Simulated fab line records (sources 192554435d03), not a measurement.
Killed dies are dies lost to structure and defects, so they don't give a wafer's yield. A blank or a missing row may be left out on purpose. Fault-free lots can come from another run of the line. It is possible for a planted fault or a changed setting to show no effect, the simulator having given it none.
fab line records    flow n5Finfet    part 2 of 2: steps 22 to 35 of 35
record: lots: 5  wafers: 15  lastDay: 15
route steps=1938 shown SD_EPI_P@296 SD_ACTIVATION@330
lots that met no fault: from a run of the same line without faults
startH: the number of hours between the record's first day and the start of the first shown wafer of the lot    waitH: hours elapsed since this lot's preceding step    " the same as in the row above    L1.1+2: a row that stands for several wafers    - no value, or no start was given    * or withheld: withheld    < > ~ a bound
route shown NAME@n: NAME is a module with steps in the file, n the number in the route of the first one    usual: mean and standard deviation over wafers with no fault    same: alike in all rows    chamber/n: place in a boat    sites: each site's reading    _std_site: how widely they spread, as a standard deviation    _edge_site: inner sites' mean taken away from outer sites' mean    radiusMm: for every site, how far away it sits from the centre of the wafer    mask NAME#n: copy n    behind: the most recent tool/chamber to have shaped the wafer    hold: reason for holding the lot/hours on hold/outcome of the hold    device: whichever transistor did not switch (one of n, p or np)    end of line: at the end of the route, the tests of the same wafers    for a step that has no rows: nothing shown but its recipe    killed: dies lost to structure and defects at the first sort, not the wafer's yield    map: shows each die of a wafer: x if killed, . if not, _ if none is there
set.NAME: the setting the step ran with; set.NAME@STEP: the setting that earlier step ran with    model.NAME: the simulator's own value behind a step, which no gauge read
a table for each step, a row for each wafer; lots at some steps of the route
services: from which hour (startH, from the record's first day; less than 0 if before it) a tool's chamber was out of use, for how many hours, and why
== steps ==
step: N5_SD_EPI_P_PRECLEAN_52
recipe: chemistry: O3/DIW  timeS: 60  tempC: 22  o3Ppm: 10
lot.wafer   tool         chamber  startH  waitH
L074.1+2+6  wetBench-02  5,1,0    52.87   -
L079.3+4+5  wetBench-02  2,5,1    87.49   -
L083.1+4+5  wetBench-03  7,1,0    109.38  -
L085.2+3+6  wetBench-02  2,6,1    122.74  -
L088.2+3+5  wetBench-03  1,3,5    141.58  -
step: N5_SD_EPI_P_SRD_20
recipe: dry: ipaMarangoni  doPpb: 5  timeS: 30  tempC: 23  rinseLiquid: diw
lot.wafer   tool         chamber  startH  waitH
L074.1+2+6  wetBench-02  5,1,0    52.89   0.0
L079.3+4+5  wetBench-02  2,5,1    87.51   0.0
L083.1+4+5  wetBench-03  7,1,0    109.40  0.0
L085.2+3+6  wetBench-02  2,6,1    122.76  0.0
L088.2+3+5  wetBench-03  1,3,5    141.60  0.0
step: N5_SD_EPI_P_PRECLEAN_51
recipe: chemistry: NF3:NH3  afsCycles: 1  tempC: 30  timeS: 20  sublimationTempC: 180  sublimationTimeS: 60  pressureTorr: 3  rfPowerW: 30
lot.wafer   tool         chamber  startH  waitH
L074.1+2+6  epiRpcvd-01  0        52.94   0.0
L079.3+4+5  epiRpcvd-02  0        87.64   0.1
L083.1+4+5  epiRpcvd-02  0        109.45  0.0
L085.2+3+6  epiRpcvd-02  0        122.84  0.1
L088.2+3+5  epiRpcvd-02  0        141.68  0.1
step: N5_SD_EPI_P_VAPOR_ETCH_44
recipe: chemistry: NF3/Ar  target: SiGe30  tempC: 25  timeS: 3.3  mode: isotropic
lot.wafer   tool         chamber  startH  waitH
L074.1+2+6  epiRpcvd-01  0        53.12   0.1
L079.3+4+5  epiRpcvd-02  0        87.88   0.2
L083.1+4+5  epiRpcvd-02  0        109.63  0.1
L085.2+3+6  epiRpcvd-02  0        123.02  0.1
L088.2+3+5  epiRpcvd-02  0        141.86  0.1
step: N5_SD_EPI_P_EPI_21
recipe: material: SiGe:B  dopant: B  tempC: 550  pressureTorr: 20  ambient: H2  timeS: 355
usual: lampInnerPct: 9.01/0.1
lot.wafer  tool         chamber  startH  waitH  lampInnerPct
L074.1     epiRpcvd-01  0        53.30   0.1    9.06
L074.2     "            0        "       "      9.20
L074.6     "            0        55.10   1.8    9.21
L079.3     epiRpcvd-02  0        89.00   1.1    9.05
L079.4     "            0        "       "      9.04
L079.5     "            0        "       "      8.98
L083.1     epiRpcvd-02  0        109.81  0.1    8.95
L083.4     "            0        110.89  1.1    9.06
L083.5     "            0        "       "      8.90
L085.2     epiRpcvd-02  0        123.53  0.5    8.97
L085.3     "            0        "       "      9.06
L085.6     "            0        124.97  1.8    8.91
L088.2     epiRpcvd-02  0        142.37  0.5    8.95
L088.3     "            0        "       "      8.91
L088.5     "            0        "       "      8.95
step: N5_SD_EPI_P_EPI_MEAS_23
recipe: mode: xrd
usual: thkNm: 61.0/1.2
lot.wafer  tool          chamber  startH  waitH  thkNm
L074.1     filmMetro-01  -        55.49   1.8    61.0
L074.2     "             -        "       "      60.3
L074.6     "             -        "       "      60.8
L079.3     filmMetro-02  -        90.96   1.5    60.5
L079.4     "             -        "       "      61.8
L079.5     "             -        "       "      60.3
L083.1     filmMetro-01  -        112.02  1.9    62.5
L083.4     "             -        "       "      62.0
L083.5     "             -        "       "      62.1
L085.2     filmMetro-02  -        125.39  1.5    57.5
L085.3     "             -        "       "      59.8
L085.6     "             -        "       "      60.1
L088.2     filmMetro-01  -        144.21  1.5    61.4
L088.3     "             -        "       "      59.0
L088.5     "             -        "       "      61.2
step: N5_SD_EPI_P_HM_STRIP_48
recipe: chemistry: H3PO4  tempC: 160  material: SiNx  target: SiNx  targetDepthA: 30  overetchFraction: 0.3
lot.wafer   tool         chamber  startH  waitH
L074.1+2+6  wetBench-03  5,0,2    55.53   0.0
L079.3+4+5  wetBench-05  4,1,3    90.99   0.0
L083.1+4+5  wetBench-05  0,4,3    112.06  0.0
L085.2+3+6  wetBench-02  0,7,3    125.42  0.0
L088.2+3+5  wetBench-03  1,0,4    144.24  0.0
step: N5_SD_EPI_P_SRD_49
recipe: dry: ipaMarangoni  timeS: 30  tempC: 23  rinseLiquid: diw
lot.wafer   tool         chamber  startH  waitH
L074.1+2+6  wetBench-03  5,0,2    55.59   0.0
L079.3+4+5  wetBench-05  4,1,3    91.04   0.0
L083.1+4+5  wetBench-05  0,4,3    112.11  0.0
L085.2+3+6  wetBench-02  0,7,3    125.48  0.0
L088.2+3+5  wetBench-03  1,0,4    144.29  0.0
step: N5_SD_EPI_P_PRECLEAN_24
recipe: chemistry: O3/DIW  timeS: 45  tempC: 22  o3Ppm: 10
lot.wafer   tool         chamber  startH  waitH
L074.1+2+6  wetBench-03  5,0,2    55.61   0.0
L079.3+4+5  wetBench-05  4,1,3    91.06   0.0
L083.1+4+5  wetBench-05  0,4,3    112.13  0.0
L085.2+3+6  wetBench-02  0,7,3    125.50  0.0
L088.2+3+5  wetBench-03  1,0,4    144.31  0.0
step: N5_SD_EPI_P_PRECLEAN_32
recipe: chemistry: dHF  timeS: 10  dilution: 500:1  tempC: 25
lot.wafer   tool         chamber  startH  waitH
L074.1+2+6  wetBench-03  5,0,2    55.62   0.0
L079.3+4+5  wetBench-05  4,1,3    91.08   0.0
L083.1+4+5  wetBench-05  0,4,3    112.14  0.0
L085.2+3+6  wetBench-02  0,7,3    125.51  0.0
L088.2+3+5  wetBench-03  1,0,4    144.32  0.0
step: N5_SD_EPI_P_PRECLEAN_33
recipe: chemistry: SC2  timeS: 45  tempC: 35  mix: 1:1:50
lot.wafer   tool         chamber  startH  waitH
L074.1+2+6  wetBench-03  5,0,2    55.62   0.0
L079.3+4+5  wetBench-05  4,1,3    91.08   0.0
L083.1+4+5  wetBench-05  0,4,3    112.14  0.0
L085.2+3+6  wetBench-02  0,7,3    125.52  0.0
L088.2+3+5  wetBench-03  1,0,4    144.33  0.0
step: N5_SD_EPI_P_SRD_25
recipe: timeS: 30  tempC: 23  rinseLiquid: diw  dry: ipaMarangoni
lot.wafer   tool         chamber  startH  waitH
L074.1+2+6  wetBench-03  5,0,2    55.64   0.0
L079.3+4+5  wetBench-05  4,1,3    91.09   0.0
L083.1+4+5  wetBench-05  0,4,3    112.16  0.0
L085.2+3+6  wetBench-02  0,7,3    125.53  0.0
L088.2+3+5  wetBench-03  1,0,4    144.34  0.0
step: N5_SD_EPI_P_INSPECT_26
recipe: inspectInstrument: darkfield  mode: postEpi
usual: rawDefectCount: 165/34
lot.wafer  tool              chamber  startH  waitH  rawDefectCount
L074.1     defectInspect-01  -        55.68   0.0    120
L074.2     "                 -        "       "      171
L074.6     "                 -        "       "      203
L079.3     defectInspect-01  -        91.13   0.0    155
L079.4     "                 -        "       "      150
L079.5     "                 -        "       "      182
L083.1     defectInspect-01  -        112.20  0.0    225
L083.4     "                 -        "       "      236
L083.5     "                 -        "       "      139
L085.2     defectInspect-02  -        125.57  0.0    116
L085.3     "                 -        "       "      166
L085.6     "                 -        "       "      160
L088.2     defectInspect-02  -        144.38  0.0    168
L088.3     "                 -        "       "      186
L088.5     "                 -        "       "      166
step: N5_SD_ACTIVATION_RTA_00
recipe: tempC: 975  timeS: 0  ambient: N2  idleTempC: 600  rampUpCPerS: 150  rampDownCPerS: 60  coolToC: 600
usual: lampPowerPct: 8.95/0.051  lamp_zone_2_pct: 8.954/0.026  lamp_zone_5_pct: 8.949/0.025  wafer_temp_C_max: 975.0/2
lot.wafer  tool          chamber  startH  waitH  lampPowerPct  lamp_zone_2_pct  lamp_zone_5_pct  wafer_temp_C_max
L074.1     rtpAnneal-02  0        55.71   0.0    8.94          8.959            9.013            973.6
L074.2     "             0        "       "      9.01          8.938            8.960            975.8
L074.6     "             0        "       "      9.00          8.952            8.984            977.8
L079.3     rtpAnneal-02  0        91.28   0.1    8.99          9.015            8.958            977.1
L079.4     "             0        "       "      8.99          8.974            8.944            975.3
L079.5     "             0        "       "      8.92          8.951            8.953            977.2
L083.1     rtpAnneal-01  0        112.39  0.2    8.96          8.956            8.925            974.0
L083.4     "             0        "       "      8.86          8.989            8.985            974.2
L083.5     "             0        "       "      9.01          8.967            8.955            978.1
L085.2     rtpAnneal-01  0        125.63  0.1    8.98          8.969            8.962            976.3
L085.3     "             0        "       "      8.89          8.966            8.960            973.9
L085.6     "             0        "       "      9.01          8.959            8.927            976.8
L088.2     rtpAnneal-02  0        144.44  0.1    8.96          8.975            8.927            974.2
L088.3     "             0        "       "      8.97          8.965            8.972            975.1
L088.5     "             0        "       "      8.84          8.944            8.976            974.1
== services ==
tool            chamber  startH  hours  kind
rieSi-06        -        28.38   1.0    repair
rieDiel-03      -        29.48   0.5    repair
arfiScanner-01  -        37.63   1.0    repair
rieSi-05        -        48.03   1.3    repair
arfiScanner-03  -        48.52   0.3    repair
arfiScanner-02  -        54.01   0.4    repair
arfiScanner-03  -        58.94   0.8    pm
arfiScanner-02  -        62.89   1.3    pm
wetBench-02     -        66.03   1.7    repair
arfiScanner-03  -        70.41   3.9    pm
rieDiel-02      -        83.82   14.6   pm
rieSi-06        0        87.43   6.4    repair
rieDiel-06      0        88.86   4.1    repair
arfiScanner-03  -        89.32   0.4    repair
epiRpcvd-01     -        91.51   0.6    repair
arfiScanner-03  -        99.10   1.5    pm
rieDiel-02      1        113.73  15.6   repair
rieDiel-06      2        117.42  1.2    repair
wetBench-02     -        120.26  1.7    repair
plasmaAsher-02  -        123.16  4.3    pm
arfiScanner-03  -        123.35  1.3    pm
arfiScanner-02  -        125.63  1.0    pm
epiRpcvd-01     -        131.06  8.1    pm
arfiScanner-02  -        136.83  0.8    pm
